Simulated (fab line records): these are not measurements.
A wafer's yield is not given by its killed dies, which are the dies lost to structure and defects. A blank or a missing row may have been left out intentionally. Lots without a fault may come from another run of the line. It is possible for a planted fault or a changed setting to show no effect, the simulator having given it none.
Chamber matching | flow nand harc | NHARC_A_STAIRCASE_CMP_450 on cmp-02 has 4 sister chambers
The step polishes SiO2, target thk 200 nm. 4 wafers are shown with their chamber, then 8 later ones without.

WAFERS WITH THEIR CHAMBER
wafer  | chamber | motor current A (A)
L216.6 | 2       | 12.9
L220.1 | 3       | 10.5
L220.3 | 1       | 12.3
L223.1 | 0       | 13.0

WAFERS WHOSE CHAMBER IS MISSING
wafer  | motor current A (A)
L223.5 | 13.4
L223.6 | 12.7
L226.1 | 10.6
L226.4 | 13.2
L226.5 | 12.6
L227.1 | 10.5
L227.3 | 12.7
L227.4 | 13.8

CHAMBER TAKEN BY EACH
wafer  | from the rows above          | in truth
L223.5 | can't be placed: 0 or 2 or 1 | 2
L223.6 | can't be placed: 2 or 0 or 1 | 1
L226.1 | 3                            | 3
L226.4 | can't be placed: 0 or 2 or 1 | 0
L226.5 | can't be placed: 1 or 2 or 0 | 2
L227.1 | 3                            | 3
L227.3 | can't be placed: 2 or 0 or 1 | 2
L227.4 | can't be placed: 0 or 2 or 1 | 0
Correct placement for 2 of the 8. These rows do not allow placing 6 (true chamber among the candidates in 6). Placed wrongly: 0.
How it was worked out, from the rows above alone: a wafer's distance from a chamber is the root of the sum, over the readings, of the square of ((its reading less the chamber's mean) divided by the reading's scatter). The wafer belongs to the nearest chamber; if the next one is less than 2 further off, it can't be placed. A chamber's mean is the mean of its shown wafers. The scatter: root of mean squared gap, hidden wafer to nearest shown wafer, with one shown wafer a chamber.
